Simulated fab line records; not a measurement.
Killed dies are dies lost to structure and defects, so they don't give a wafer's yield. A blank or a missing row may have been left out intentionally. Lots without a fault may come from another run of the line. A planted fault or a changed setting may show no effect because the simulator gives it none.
What tool caused it?    flow nand harc    11 lots with 33 wafers sampled at 5 steps, on a route of 1159 steps

== WHAT THE GAUGES SHOWED, per wafer ==
NHARC_P_M0_THK_MEAS_24: measures by xrf.
lot   measured      on             thk nm (nm)
L838  day 6 12:46   film metro-01  117.1 116.3 118.9
L839  day 6 14:19   film metro-01  118.5 116.5 116.1
L840  day 6 14:31   film metro-01  120.5 117.8 117.1
L843  day 7 08:41   film metro-02  117.7 119.3 118.9
L846  day 7 23:26   film metro-01  114.6 116.5 118.5
L847  day 8 14:35   film metro-01  116.5 118.4 118.4
L849  day 9 04:37   film metro-01  116.4 117.6 116.5
L850  day 9 05:24   film metro-01  29.3 28.7 28.7
L851  day 9 10:44   film metro-01  30.7 29.7 31.3
L852  day 9 15:40   film metro-02  31.1 31.2 31.0
L860  day 11 10:40  film metro-01  116.5 116.5 116.6

== EACH LOT AND THE TOOL THAT RAN IT (in order: tool; ch and the chambers of the sampled wafers; start) ==
lot   NHARC_P_M0_ETCH_15                             NHARC_P_M0_PVD_20                        NHARC_P_M0_ECD_22              NHARC_P_M0_CMP_23
L838  rie diel-13 ch 1,2,3, day 6 11:46 or earlier   pvd sputter-02, day 6 11:46 or earlier   ecd cu-02 ch 0, day 6 11:46    cmp-03 ch 0,2, day 6 12:26
L839  rie diel-05 ch 0,1,2, day 6 12:52 or earlier   pvd sputter-01, day 6 12:52 or earlier   ecd cu-01 ch 1, day 6 12:52    cmp-03 ch 1,2, day 6 14:00
L840  rie diel-13 ch 1,2, day 6 13:04 or earlier     pvd sputter-03, day 6 13:04 or earlier   ecd cu-02 ch 0,1, day 6 13:04  cmp-04 ch 1,2,3, day 6 14:16
L843  rie diel-05 ch 0,1,3, day 7 07:35 or earlier   pvd sputter-01, day 7 07:35 or earlier   ecd cu-01 ch 0,1, day 7 07:35  cmp-04 ch 0,3, day 7 08:22
L846  rie diel-10 ch 0,3, day 7 22:26 or earlier     pvd sputter-02, day 7 22:26 or earlier   ecd cu-01 ch 0,1, day 7 22:26  cmp-04 ch 0,1,2, day 7 23:07
L847  rie diel-05 ch 0,2, day 8 13:32 or earlier     pvd sputter-01, day 8 13:32 or earlier   ecd cu-01 ch 0,1, day 8 13:32  cmp-04 ch 0,1,3, day 8 14:17
L849  rie diel-05 ch 0,1,2, day 9 03:34 or earlier   pvd sputter-03, day 9 03:34 or earlier   ecd cu-02 ch 0,1, day 9 03:34  cmp-04 ch 0,1,3, day 9 04:19
L850  rie diel-13 ch 2,3, day 9 04:11 or earlier     pvd sputter-03, day 9 04:11 or earlier   ecd cu-02 ch 0, day 9 04:11    cmp-01 ch 1,2, day 9 05:05
L851  rie diel-13 ch 1,3, day 9 09:42 or earlier     pvd sputter-01, day 9 09:42 or earlier   ecd cu-02 ch 0,1, day 9 09:42  cmp-03 ch 0,2,3, day 9 10:28
L852  rie diel-10 ch 0,1,3, day 9 14:37 or earlier   pvd sputter-03, day 9 14:37 or earlier   ecd cu-01 ch 0,1, day 9 14:37  cmp-03 ch 1,2,3, day 9 15:22
L860  rie diel-10 ch 0,2,3, day 11 09:37 or earlier  pvd sputter-01, day 11 09:37 or earlier  ecd cu-02 ch 0, day 11 09:37   cmp-01 ch 2,3, day 11 10:21
- NHARC_P_M0_ETCH_15: etches the open film in C4F8/Ar, target depth 150 nm, overetch 15 nm, time 82.5 s.
- NHARC_P_M0_PVD_20: deposits TaN, target thk 5 nm, time 8.06 s.
- NHARC_P_M0_ECD_22: material Cu, target thk 400 nm.
- NHARC_P_M0_CMP_23: polishes, t overpolish 20 s, target thk 117.53 nm.

== THE ANSWER, worked out from the rows above alone ==
Rule: what is usual is taken from the lots themselves. The widest of any qualifying gaps counts: lots, ordered by their means at a reading, are off when they make up no more than a third of the lots, leave a main group of 4 or more, and stand apart from it by 3 or more times the standard deviation of that group's means. Not used: any main group whose means are identical at the precision the tables above print for the reading. Also off: a lot with no number at a reading for which 4 or more lots have one. The other lots that the step has rows for count as sound.
Off: L850, L851, L852, at NHARC_P_M0_THK_MEAS_24 (thk nm). The main group: mean 117.4 nm, standard deviation 0.77.
A tool fits if, at a process step before that reading, it ran every lot that is off, and no sound lot after the first of them. The gauges at NHARC_P_M0_THK_MEAS_24 are tried like those tools. Because NHARC_P_M0_ETCH_15 lacks a start for some lots, the hours and order of its lots are taken from NHARC_P_M0_ECD_22. Because NHARC_P_M0_PVD_20 lacks a start for some lots, the hours and order of its lots are taken from NHARC_P_M0_ECD_22. None of those tried fits.

== WHAT THE SIMULATOR HAD INSERTED ==
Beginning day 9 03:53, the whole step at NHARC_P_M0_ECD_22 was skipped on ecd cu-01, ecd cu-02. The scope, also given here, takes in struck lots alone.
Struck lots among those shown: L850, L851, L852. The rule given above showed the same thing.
